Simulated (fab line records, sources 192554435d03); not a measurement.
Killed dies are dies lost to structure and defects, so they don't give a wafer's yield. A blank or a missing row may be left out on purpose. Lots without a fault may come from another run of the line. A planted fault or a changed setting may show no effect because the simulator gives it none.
fab line records | flow n5_finfet
record lots=13 wafers=34 last_day=18
route steps=1938 shown BEOL_M11@1587 BEOL_M12@1618 PASSIVATION@1936
lots that met no fault: from a run of the same line without faults
start_h: hours from the record's first day to the start of the lot's first wafer shown | wait_h: hours since the lot's step before | " the same as in the row above | L1.1+2: a row that stands for several wafers | - no value, or no start given | * or withheld: withheld | < > ~ a bound
route shown NAME@n: a module of which the file shows steps, and the number in the route of the first | usual: mean/standard deviation of fault-free wafers | same: alike in all rows | chamber/n: place in a boat | sites: the reading at each site | _std_site: their standard deviation | _edge_site: outer sites' mean less inner sites' | radius_mm: how far each site lies from the wafer's centre | mask NAME#n: copy n | behind: the tool/chamber that last shaped the wafer | hold: why the lot was held/for how many hours/how that ended | device: the transistor (n, p or np) that didn't switch | end of line: the same wafers' tests at the end of the route | a step without rows: its recipe alone | killed: dies lost to structure and defects at the first sort, not the wafer's yield | map: a wafer's dies, x killed, . not, _ none there
set.NAME: the setting as run; set.NAME@STEP: as run at that earlier step | model.NAME: the simulator's own value behind a step, which no gauge read
steps of the route over a sample of lots; a table a step, a row a wafer
services: from which hour (start_h, from the record's first day; less than 0 if before it) a tool's chamber was out of use, for how many hours, and why
## steps
# step N5_BEOL_M11_CURE_72
# recipe temp_c=370 time_s=120 ambient=DMADMS/He material=SiCOH_lowk
# usual lamp_power_pct=52.32/0.061 wafer_temp_C_max=372.1/0.71
# columns lot.wafer tool chamber start_h wait_h lamp_power_pct wafer_temp_C_max
L506.1 uv_cure-03 0 228.72 0.0 52.26 372.1
L506.4 " 0 " " 52.31 371.5
L506.6 " 0 " " 52.27 371.5
L508.5 uv_cure-02 2 241.11 0.2 52.37 371.8
L508.6 " 2 " " 52.40 371.9
L510.1 uv_cure-02 0 245.43 0.0 52.34 372.1
L510.2 " 0 " " 52.35 371.9
L510.3 " 0 " " 52.30 372.3
L509.2 uv_cure-01 1 254.18 0.1 52.28 371.9
L509.4 " 1 " " 52.27 372.6
L509.5 " 1 " " 52.19 372.0
L511.2 uv_cure-03 1 265.72 0.1 52.44 373.9
L511.5 " 1 " " 52.27 373.2
L514.3 uv_cure-02 0 272.18 0.1 52.29 372.0
L514.4 " 0 " " 52.33 373.1
L512.2 uv_cure-02 0 274.82 0.1 52.31 371.8
L512.3 " 0 " " 52.34 372.0
L515.1 uv_cure-01 0 291.71 0.0 52.32 373.2
L515.4 " 0 " " 52.41 373.0
L515.6 " 0 " " 52.22 372.8
L516.1 uv_cure-02 2 300.25 0.0 52.35 372.3
L516.2 " 2 " " 52.40 372.3
L516.3 " 2 " " 52.30 372.5
L525.2 uv_cure-02 0 351.35 0.1 52.30 372.1
L525.5 " 0 " " 52.30 372.3
L524.2 uv_cure-02 2 358.90 0.1 52.31 371.6
L524.4 " 2 " " 52.27 371.4
L524.6 " 2 " " 52.36 371.4
L526.1 uv_cure-02 1 361.43 0.0 52.34 371.2
L526.4 " 1 " " 52.37 371.0
L526.6 " 1 " " 52.26 370.5
L527.1 uv_cure-01 0 373.94 0.0 52.36 372.8
L527.4 " 0 " " 52.32 372.7
L527.6 " 0 " " 52.34 373.2
# step N5_BEOL_M11_ALD_74
# recipe material=TaN target_thk_a=20 temp_c=275 ald_precursor_family=PDMAT ald_co_reactant=NH3 pressure_torr=3 carrier_flow_sccm=1500 pulse_time_s=2 purge_time_s=3 co_reactant_purge_time_s=2 co_reactant_pulse_time_s=3 ald_cycles=40 precursor_vessel_temp_c=75 precursor_vessel_pressure_torr=26.25 precursor_vessel_carrier_sccm=1000
# usual heater_power_w=389/57 mfc_carrier_sccm=1500/4.4
# same purge_time_s=3
# columns lot.wafer tool chamber start_h wait_h heater_power_w mfc_carrier_sccm
L506.1 ald_metal-04 0 229.85 0.0 406 1499
L506.4 " 2 " " 394 1497
L506.6 " 2 " " 406 1497
L508.5 ald_metal-02 2 241.92 0.2 482 1498
L508.6 " 1 " " 305 1495
L510.1 ald_metal-01 1 245.99 0.1 461 1493
L510.2 " 3 " " 398 1506
L510.3 " 2 " " 484 1502
L509.2 ald_metal-01 2 255.63 0.2 492 1505
L509.4 " 0 " " 400 1502
L509.5 " 3 " " 398 1499
L511.2 ald_metal-04 1 266.10 0.0 377 1493
L511.5 " 2 " " 398 1494
L514.3 ald_metal-04 0 273.79 0.1 402 1507
L514.4 " 3 " " 342 1502
L512.2 ald_metal-04 2 277.01 0.1 408 1499
L512.3 " 3 " " 328 1502
L515.1 ald_metal-01 2 292.32 0.1 481 1507
L515.4 " 3 " " 391 1503
L515.6 " 1 " " 471 1497
L516.1 ald_metal-04 2 301.08 0.0 403 1504
L516.2 " 3 " " 334 1503
L516.3 " 1 " " 387 1494
L525.2 ald_metal-04 1 351.79 0.1 382 1501
L525.5 " 2 " " 404 1497
L524.2 ald_metal-04 2 359.53 0.0 403 1500
L524.4 " 1 " " 385 1501
L524.6 " 0 " " 401 1508
L526.1 ald_metal-02 3 364.05 0.3 321 1501
L526.4 " 3 " " 315 1502
L526.6 " 1 " " 308 1500
L527.1 ald_metal-04 1 376.18 0.1 378 1494
L527.4 " 2 " " 395 1503
L527.6 " 3 " " 338 1508
# step N5_BEOL_M12_STRIP_63
# recipe chemistry=N2/H2 power_w=1000 temp_c=250 h2_frac=0.65 overash_fraction=0.3 pressure_mtorr=1000 n2_flow_sccm=1750 h2_flow_sccm=3250
# usual drypump_motor_current_A=5.59/0.3 h2_flow_sccm=3250/8.8 heater_power_w=357/10 oes_product_au=0.693/0.0049 strip_time_to_endpoint_s=43.0/1.2
# same overash_fraction=0.3
# columns lot.wafer tool chamber start_h wait_h drypump_motor_current_A h2_flow_sccm heater_power_w oes_product_au rf_hours_counter_h strip_time_to_endpoint_s
L506.1 plasma_asher-01 1 232.21 - 5.45 3248 358 0.698 108 42.2
L506.4 " 1 " " 5.44 3261 358 0.699 - 43.0
L506.6 " 0 " " 5.29 3250 371 0.688 - 42.1
L508.5 plasma_asher-01 1 244.59 - 5.47 3259 358 0.699 - 43.9
L508.6 " 0 " " 5.33 3265 362 0.696 - 42.3
L510.1 plasma_asher-01 0 248.39 - 5.29 3256 369 0.693 114 41.7
L510.2 " 1 " " 5.45 3258 358 0.696 114 40.3
L510.3 " 1 " " 5.45 3256 353 0.694 - 42.3
L509.2 plasma_asher-01 1 258.46 - 5.44 3251 359 0.691 116 42.7
L509.4 " 1 " " 5.48 3259 358 0.691 - 42.5
L509.5 " 1 " " 5.46 3270 358 0.691 - 42.0
L511.2 plasma_asher-01 0 268.42 - 5.27 3241 362 0.691 118 43.1
L511.5 " 1 " " 5.46 3252 364 0.688 - 40.5
L514.3 plasma_asher-02 1 276.17 - 6.18 3258 357 0.691 - 44.1
L514.4 " 0 " " 5.73 3233 350 0.693 - 42.2
L512.2 plasma_asher-02 1 280.28 - 6.14 3260 364 0.697 76 42.0
L512.3 " 0 " " 5.73 3247 342 0.679 - 42.0
L515.1 plasma_asher-02 0 295.21 - 5.73 2922 347 0.691 79 43.5
L515.4 " 0 " " 5.72 2911 339 0.695 - 41.1
L515.6 " 0 " " 5.71 2931 341 0.690 - 41.0
L516.1 plasma_asher-02 0 303.61 - 5.71 2934 341 0.697 81 44.5
L516.2 " 1 " " 6.11 2904 361 0.696 81 43.4
L516.3 " 1 " " 6.13 2929 361 0.691 - 44.6
L525.2 plasma_asher-01 1 354.26 - 5.49 3255 369 0.690 135 43.3
L525.5 " 1 " " 5.49 3252 359 0.695 - 42.7
L524.2 plasma_asher-02 1 362.60 - 6.11 3245 355 0.692 93 44.5
L524.4 " 1 " " 6.12 3253 356 0.694 - 42.1
L524.6 " 1 " " 6.15 3255 359 0.690 - 44.8
L526.1 plasma_asher-01 1 366.50 - 5.47 3255 360 0.697 136 44.3
L526.4 " 0 " " 5.30 3249 369 0.706 - 43.3
L526.6 " 0 " " 5.28 3248 360 0.689 - 43.3
L527.1 plasma_asher-01 1 378.90 - 5.47 3241 359 0.690 139 42.7
L527.4 " 0 " " 5.33 3239 377 0.708 - 43.2
L527.6 " 1 " " 5.47 3247 362 0.693 - 45.5
# step N5_BEOL_M12_CD_MEAS_17
# recipe target_cd_nm=140 polarity=opening
# usual cd_nm=141.5/3
# columns lot.wafer tool chamber start_h wait_h cd_nm
L506.1 cd_sem-03 - 232.42 0.0 143.8
L506.4 " - " " 143.3
L506.6 " - " " 139.0
L508.5 cd_sem-02 - 244.76 0.0 139.0
L508.6 " - " " 140.4
L510.1 cd_sem-02 - 248.59 0.0 144.4
L510.2 " - " " 141.2
L510.3 " - " " 139.8
L509.2 cd_sem-02 - 258.67 0.0 140.8
L509.4 " - " " 139.9
L509.5 " - " " 141.7
L511.2 cd_sem-02 - 268.63 0.0 143.8
L511.5 " - " " 141.5
L514.3 cd_sem-03 - 276.37 0.0 139.8
L514.4 " - " " 142.0
L512.2 cd_sem-03 - 280.49 0.0 143.4
L512.3 " - " " 139.5
L515.1 cd_sem-03 - 295.41 0.0 139.5
L515.4 " - " " 139.1
L515.6 " - " " 146.2
L516.1 cd_sem-03 - 303.82 0.0 141.4
L516.2 " - " " 146.1
L516.3 " - " " 143.6
L525.2 cd_sem-03 - 354.47 0.0 134.6
L525.5 " - " " 137.8
L524.2 cd_sem-01 - 362.81 0.0 138.5
L524.4 " - " " 141.6
L524.6 " - " " 144.1
L526.1 cd_sem-01 - 366.71 0.0 137.9
L526.4 " - " " 137.8
L526.6 " - " " 144.1
L527.1 cd_sem-03 - 379.14 0.0 141.7
L527.4 " - " " 145.0
L527.6 " - " " 141.0
# step N5_PASSIVATION_PROBE_49
# usual defect_limited_yield=90.9/1.6 killed_at_M0_to_M3=34/10 killed_at_M4_up=13/5.4 killed_at_contacts=13/6 killed_at_front_end=42/13 killed_at_other=4/3.2 killed_dies=107/18 killed_open=69/14 killed_short=35/7.7 sort_bin_5_function=5.3/1 sort_bin_6_memory=3.3/0.75 sort_n_pass=1073/19 sort_yield_pct=90.9/1.6
# same gross_dies=1180 killed_at_back_side=0 sort_bin_4_leakage[%]=0 sort_bin_8_speed[%]=0
# columns lot.wafer tool chamber start_h wait_h defect_limited_yield[%] killed_at_M0_to_M3 killed_at_M4_up killed_at_contacts killed_at_front_end killed_at_other killed_dies killed_open killed_short sort_bin_5_function[%] sort_bin_6_memory[%] sort_n_pass sort_yield_pct[%]
L508.5 prober-02 - 280.29 0.2 89.8 45 12 13 48 2 120 79 31 6.1 3.1 1060 89.8
L508.6 prober-02 - 280.34 0.3 91.7 36 17 7 36 2 98 63 33 5.1 3.1 1082 91.7
L510.1 prober-01 - 289.50 0.0 91.5 36 16 9 34 5 100 73 27 5.3 2.9 1080 91.5
L510.2 prober-01 - 289.55 0.1 91.9 35 7 18 33 3 96 57 38 4.2 3.4 1084 91.9
L510.3 prober-01 - 289.60 0.1 91.1 42 14 12 28 9 105 67 35 5.8 3.0 1075 91.1
L516.3 prober-02 - 342.04 0.1 91.8 34 17 6 36 4 97 58 25 4.3 2.5 1083 91.8
L515.1 prober-01 - 342.57 0.0 89.4 22 17 18 61 7 125 79 42 6.2 3.9 1055 89.4
L515.4 prober-01 - 342.72 0.2 90.6 35 11 21 43 1 111 77 34 5.9 3.1 1069 90.6
L515.6 prober-01 - 342.82 0.3 91.1 36 6 18 43 2 105 64 40 5.8 2.5 1075 91.1
L525.2 prober-01 - 394.95 0.1 91.5 25 14 15 45 1 100 58 40 5.6 2.7 1080 91.5
L525.5 prober-01 - 395.10 0.2 90.1 33 14 8 61 1 117 63 42 5.8 3.0 1063 90.1
L526.1 prober-02 - 400.77 0.0 90.8 26 20 13 46 3 108 70 33 5.8 2.9 1072 90.8
L526.4 prober-02 - 400.92 0.2 93.1 20 16 13 31 1 81 56 25 4.2 2.4 1099 93.1
L526.6 prober-02 - 401.02 0.3 92.7 29 13 9 33 2 86 44 38 3.9 2.7 1094 92.7
L524.2 prober-02 - 420.85 0.1 90.6 33 16 6 55 1 111 73 36 5.4 3.6 1069 90.6
L524.4 prober-02 - 420.95 0.2 90.4 41 6 26 31 9 113 70 41 4.9 4.2 1067 90.4
L524.6 prober-02 - 421.05 0.3 92.9 17 12 13 39 3 84 52 30 3.8 3.2 1096 92.9
L527.1 prober-01 - 424.68 0.0 89.8 55 17 8 38 2 120 87 27 5.2 4.2 1060 89.8
L527.4 prober-01 - 424.83 0.2 88.6 43 21 13 56 2 135 78 53 6.9 3.6 1045 88.6
L527.6 prober-01 - 424.93 0.3 88.7 54 15 18 42 4 133 86 38 6.9 3.6 1047 88.7
# killed by level:class
L508.5 MOL_CONTACT_COAG:geometric_particle:open=11 DUMMY_GATE:geometric_particle:open=10 BEOL_M0_SAQP:geometric_particle:open=8 BEOL_M0_SAQP:geometric_particle:short=8 BEOL_M1:geometric_particle:open=8 HKMG_FIN:area_etch=8 STI_FIN_REVEAL:geometric_particle:open=7 FIN_SAQP:geometric_particle:open=6
L508.6 BEOL_M1:geometric_particle:open=14 DUMMY_GATE:geometric_particle:open=9 BEOL_M0_SAQP:geometric_particle:short=9 BEOL_M4:geometric_particle:open=9 STI_FIN_REVEAL:geometric_particle:open=7 BEOL_M0_SAQP:geometric_particle:open=7 FIN_SAQP:geometric_particle:short=5 FIN_SAQP:geometric_particle:open=3
L510.1 BEOL_M2:geometric_particle:open=14 FIN_SAQP:geometric_particle:open=8 BEOL_M3:geometric_particle:open=8 MOL_CONTACT_COAG:geometric_particle:open=7 BEOL_M0_SAQP:geometric_particle:open=6 BEOL_M5:geometric_particle:open=6 FIN_SAQP:geometric_particle:short=5 BEOL_M0_SAQP:geometric_particle:short=5
L510.2 MOL_CONTACT_COAG:geometric_particle:open=16 BEOL_M0_SAQP:geometric_particle:short=15 BEOL_M0_SAQP:geometric_particle:open=10 FIN_SAQP:geometric_particle:short=6 DUMMY_GATE:geometric_particle:open=6 ILD0:geometric_particle:short=5 ILD0:geometric_particle:open=4 GATE_CUT:geometric_particle:short=3
L510.3 MOL_CONTACT_COAG:geometric_particle:open=9 BEOL_M0_SAQP:geometric_particle:short=9 BEOL_M0_SAQP:geometric_particle:open=9 BEOL_M2:geometric_particle:open=7 BEOL_M3:geometric_particle:open=6 FIN_SAQP:geometric_particle:short=5 BEOL_M1:geometric_particle:open=5 DUMMY_GATE:geometric_particle:short=4
L516.3 HKMG_FIN:area_etch=13 BEOL_M3:geometric_particle:open=10 BEOL_M4:geometric_particle:open=10 STI_FIN_REVEAL:geometric_particle:open=6 BEOL_M0_SAQP:geometric_particle:short=6 DUMMY_GATE:geometric_particle:open=5 MOL_CONTACT_COAG:geometric_particle:open=5 BEOL_M1:geometric_particle:open=5
L515.1 STI_FIN_REVEAL:geometric_particle:open=16 FIN_SAQP:geometric_particle:open=14 MOL_CONTACT_COAG:geometric_particle:open=14 FIN_SAQP:geometric_particle:short=11 BEOL_M0_SAQP:geometric_particle:short=5 GATE_CUT:geometric_particle:open=5 BEOL_M2:geometric_particle:open=5 GATE_CUT:geometric_particle:short=4
L515.4 MOL_CONTACT_COAG:geometric_particle:open=17 STI_FIN_REVEAL:geometric_particle:open=10 BEOL_M2:geometric_particle:open=8 DUMMY_GATE:geometric_particle:open=7 FIN_SAQP:geometric_particle:open=6 BEOL_M3:geometric_particle:short=6 STARTING-WAFER:geometric_particle:short=6 FIN_SAQP:geometric_particle:short=5
L515.6 MOL_CONTACT_COAG:geometric_particle:open=14 FIN_SAQP:geometric_particle:open=13 FIN_SAQP:geometric_particle:short=9 BEOL_M0_SAQP:geometric_particle:open=9 DUMMY_GATE:geometric_particle:open=8 BEOL_M0_SAQP:geometric_particle:short=7 BEOL_M2:geometric_particle:open=5 BEOL_M2:geometric_particle:short=4
L525.2 FIN_SAQP:geometric_particle:open=13 FIN_SAQP:geometric_particle:short=13 MOL_CONTACT_COAG:geometric_particle:open=11 BEOL_M0:geometric_particle:open=7 BEOL_M3:geometric_particle:open=7 MOL_CONTACT_COAG:geometric_particle:short=4 BEOL_M0_SAQP:geometric_particle:short=3 BEOL_M3:geometric_particle:short=3
L525.5 FIN_SAQP:geometric_particle:open=12 FIN_SAQP:geometric_particle:short=11 DUMMY_GATE:geometric_particle:open=8 BEOL_M0_SAQP:geometric_particle:short=8 STARTING-WAFER:geometric_particle:open=7 HKMG_FIN:area_etch=7 MOL_CONTACT_COAG:geometric_particle:open=6 BEOL_M0_SAQP:geometric_particle:open=6
L526.1 STI_FIN_REVEAL:geometric_particle:open=20 MOL_CONTACT_COAG:geometric_particle:open=9 BEOL_M4:geometric_particle:open=8 BEOL_M2:geometric_particle:open=8 STI_FIN_REVEAL:geometric_particle:short=6 FIN_SAQP:geometric_particle:open=4 BEOL_M0_SAQP:geometric_particle:open=4 MOL_CONTACT_COAG:geometric_particle:short=4
L526.4 STI_FIN_REVEAL:geometric_particle:open=13 MOL_CONTACT_COAG:geometric_particle:open=10 BEOL_M4:geometric_particle:open=10 BEOL_M3:geometric_particle:open=5 FIN_SAQP:geometric_particle:short=4 STI_FIN_REVEAL:geometric_particle:short=4 MOL_CONTACT_COAG:geometric_particle:short=3 BEOL_M1:geometric_particle:open=3
L526.6 STI_FIN_REVEAL:geometric_particle:open=11 MOL_CONTACT_COAG:geometric_particle:open=7 BEOL_M0_SAQP:geometric_particle:short=7 STARTING-WAFER:geometric_particle:short=7 BEOL_M1:geometric_particle:short=6 BEOL_M2:geometric_particle:short=5 BEOL_M4:geometric_particle:open=5 BEOL_M2:geometric_particle:open=4
L524.2 FIN_SAQP:geometric_particle:short=12 STI_FIN_REVEAL:geometric_particle:open=11 FIN_SAQP:geometric_particle:open=7 BEOL_M1:geometric_particle:open=7 BEOL_M2:geometric_particle:open=7 DUMMY_GATE:geometric_particle:open=6 BEOL_M3:geometric_particle:open=6 MOL_CONTACT_COAG:geometric_particle:open=5
L524.4 MOL_CONTACT_COAG:geometric_particle:open=20 FIN_SAQP:geometric_particle:short=8 STI_FIN_REVEAL:geometric_particle:open=7 BEOL_M0_SAQP:geometric_particle:short=7 BEOL_M2:geometric_particle:open=7 BEOL_M3:geometric_particle:open=7 BEOL_M0_SAQP:geometric_particle:open=6 PAD_METAL:geometric_particle:short=6
L524.6 FIN_SAQP:geometric_particle:open=13 MOL_CONTACT_COAG:geometric_particle:open=10 FIN_SAQP:geometric_particle:short=9 BEOL_M4:geometric_particle:short=7 STI_FIN_REVEAL:geometric_particle:open=4 DUMMY_GATE:geometric_particle:open=4 BEOL_M2:geometric_particle:open=4 MOL_CONTACT_COAG:geometric_particle:short=3
L527.1 BEOL_M2:geometric_particle:open=18 BEOL_M0_SAQP:geometric_particle:open=10 FIN_SAQP:geometric_particle:open=8 BEOL_M4:geometric_particle:open=8 MOL_CONTACT_COAG:geometric_particle:open=7 BEOL_M1:geometric_particle:open=7 STI_FIN_REVEAL:geometric_particle:open=6 BEOL_M0_SAQP:geometric_particle:short=5
L527.4 BEOL_M0_SAQP:geometric_particle:short=13 FIN_SAQP:geometric_particle:open=10 STI_FIN_REVEAL:geometric_particle:open=10 BEOL_M4:geometric_particle:open=10 FIN_SAQP:geometric_particle:short=9 BEOL_M0_SAQP:geometric_particle:open=9 BEOL_M2:geometric_particle:open=9 MOL_CONTACT_COAG:geometric_particle:open=8
L527.6 BEOL_M0_SAQP:geometric_particle:open=15 MOL_CONTACT_COAG:geometric_particle:open=13 BEOL_M0_SAQP:geometric_particle:short=13 BEOL_M4:geometric_particle:open=10 BEOL_M2:geometric_particle:open=9 DUMMY_GATE:geometric_particle:open=7 FIN_SAQP:geometric_particle:open=5 STI_FIN_REVEAL:geometric_particle:open=5
## services
# columns tool chamber start_h hours kind
ald_metal-02 - 218.63 1.0 repair
plasma_asher-02 - 234.31 14.6 pm
ald_metal-04 - 238.72 18.2 repair
plasma_asher-01 - 262.98 1.9 repair
uv_cure-03 - 277.44 6.0 pm
ald_metal-04 - 286.28 8.7 pm
ald_metal-01 3 304.24 30.4 repair
plasma_asher-02 - 307.67 2.7 repair
ald_metal-01 - 307.80 0.6 repair
uv_cure-03 - 310.02 11.6 repair
ald_metal-02 0 310.04 68.7 repair
plasma_asher-01 - 333.79 1.1 repair
plasma_asher-01 - 337.09 4.3 pm
ald_metal-01 - 337.25 14.0 pm
ald_metal-01 0 337.25 14.0 vent_cycle
ald_metal-01 1 337.25 14.0 vent_cycle
ald_metal-01 2 337.25 14.0 vent_cycle
ald_metal-01 3 337.25 14.0 vent_cycle
uv_cure-01 - 341.40 4.3 pm
ald_metal-01 0 351.25 - clean
ald_metal-01 - 352.72 14.6 pm
plasma_asher-02 - 352.86 2.5 repair
plasma_asher-02 - 374.27 4.3 pm
uv_cure-02 - 375.12 5.0 pm
## key
first_sign step=N5_BEOL_M12_STRIP_63 reading=h2_flow_sccm direction=down sigmas=37 usual=3250 struck=2922
effect none on later readings
met_at N5_BEOL_M12_STRIP_63
struck_lots L515,L516
baseline_loss step=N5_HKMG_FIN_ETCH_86 wafers=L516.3
not_acting_at N5_BEOL_M11_CURE_72,N5_BEOL_M11_ALD_74,N5_BEOL_M12_CD_MEAS_17
onset_between 280.28 295.21
fault kind=process_parameter_drift tool=plasma_asher-02 chamber=- onset_h=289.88 steps=N5_BEOL_M12_STRIP_63 channel=h2_flow_sccm offset=-325 shape=step end_h=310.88 acts_in=these_recipes_only stated=3250
# baseline_loss: these wafers lose ten dies or more at that step, a loss of the line's own and not of a fault; the sort's usual values leave them out
